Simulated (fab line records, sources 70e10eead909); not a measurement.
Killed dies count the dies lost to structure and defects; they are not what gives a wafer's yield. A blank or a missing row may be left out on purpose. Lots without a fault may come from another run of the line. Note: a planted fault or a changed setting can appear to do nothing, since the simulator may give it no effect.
Which tool is to blame? ; flow nand harc ; 13 lots, 39 wafers sampled, at 2 steps of a route of 1159

== WHAT EACH GAUGE READ, for each wafer ==
NHARC_P_GATE_CD_MEAS_59: target cd 720 nm. Usual: 720.1 nm for cd nm, sd 1.8.
lot;measured;on;cd nm (nm);flag
L751;day 5 08:09;cd sem-03;718.3 721.1 719.4;
L752;day 5 07:20;cd sem-01;721.8 718.3 720.0;
L753;day 6 08:10;cd sem-02;716.0 720.5 717.7;
L754;day 6 01:53;cd sem-01;718.2 718.7 717.1;
L755;day 6 03:47;cd sem-01;719.6 718.5 718.4;
L756;day 6 13:28;cd sem-01;717.4 718.7 717.3;
L757;day 6 13:05;cd sem-01;718.0 717.0 717.5;
L758;day 7 05:29;cd sem-03;717.3 723.2 719.6;
L759;day 7 07:50;cd sem-03;719.0 718.7 718.5;
L763;day 8 13:32;cd sem-01;721.4 722.5 723.0;
L765;day 8 23:47;cd sem-02;720.8 718.4 719.4;
L766;day 9 06:42;cd sem-02;721.8 722.0 720.8;
L773;day 10 17:11;cd sem-02;722.3 720.0 721.2;

== WHICH TOOL RAN EACH LOT (tool, then ch and the chambers of the sampled wafers, then the start) ==
lot;NHARC_P_ZERO_WELL_PEB_09
L751;litho track-05 ch 0, day 1 13:04
L752;litho track-03 ch 0, day 1 19:02
L753;litho track-05 ch 0, day 2 01:02
L754;litho track-02 ch 0, day 2 07:02
L755;litho track-02 ch 0, day 2 13:10
L756;litho track-02 ch 0, day 2 19:09
L757;litho track-02 ch 0, day 3 01:23
L758;litho track-02 ch 0, day 3 07:09
L759;litho track-05 ch 0, day 3 13:09
L763;litho track-02 ch 0, day 4 13:02
L765;litho track-02 ch 0, day 5 01:02
L766;litho track-02 ch 0, day 5 07:22
L773;litho track-05 ch 0, day 7 01:10
- NHARC_P_ZERO_WELL_PEB_09: peb time 80 s.

== AS READ BY THE TOOLS THEMSELVES (means over the sampled wafers that have a number; for cases with no such wafer, the mark the record gives instead) ==
NHARC_P_ZERO_WELL_PEB_09. Usual: exhaust pa 44.8 Pa, standard deviation 1.1; plate temp C 128.00 C, standard deviation 0.13.
lot;tool;exhaust pa (Pa);plate temp C (C);flag
L751;litho track-05;45.9;128.11;
L752;litho track-03;43.8;128.02;
L753;litho track-05;43.8;127.84;
L754;litho track-02;44.8;128.16;
L755;litho track-02;44.9;127.98;
L756;litho track-02;44.7;128.17;
L757;litho track-02;44.1;128.01;
L758;litho track-02;44.1;128.00;
L759;litho track-05;47.0;128.10;
L763;litho track-02;45.2;128.70;OFF
L765;litho track-02;45.3;128.75;OFF
L766;litho track-02;45.0;128.66;OFF
L773;litho track-05;44.9;127.92;

== THE ANSWER, worked out from the rows above alone ==
Rule: a lot is off if the mean of its wafers that have a number lies more than 3 standard deviations from the usual mean. Also off: a lot with no number at a reading for which 4 or more lots have one. Any other lot the step has rows for is counted as sound. Order of review: gauges by route order, followed by the tools' own readings, for which a lot's mean as printed above is used. The first step at which some lot is off is used, and at that step the reading that is off furthest; a lot without a number counts as furthest.
Off, at NHARC_P_ZERO_WELL_PEB_09 on plate temp C: L763, L765, L766.
If a tool, at that step or one of the process steps before it, ran each lot that is off and ran no sound lot following the first of them, it fits. One fits: NHARC_P_ZERO_WELL_PEB_09 on litho track-02. A fault onset in the window from L758 (day 3 07:09, its last sound lot) to L763 (day 4 13:02, its first lot off) fits.
On the lots that are off, the tool's own readings at NHARC_P_ZERO_WELL_PEB_09 differ by more than 5 times the standard deviation of the sound lots' means, which bears it out; plate temp C reads 128.70 C there versus 128.03 C on the sound lots.

== WHAT THE SIMULATOR HAD PUT IN ==
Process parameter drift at NHARC_P_ZERO_WELL_PEB_09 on litho track-02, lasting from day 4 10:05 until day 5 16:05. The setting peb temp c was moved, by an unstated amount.
Lots struck among those shown: L763, L765, L766. The rule given above showed the same thing.
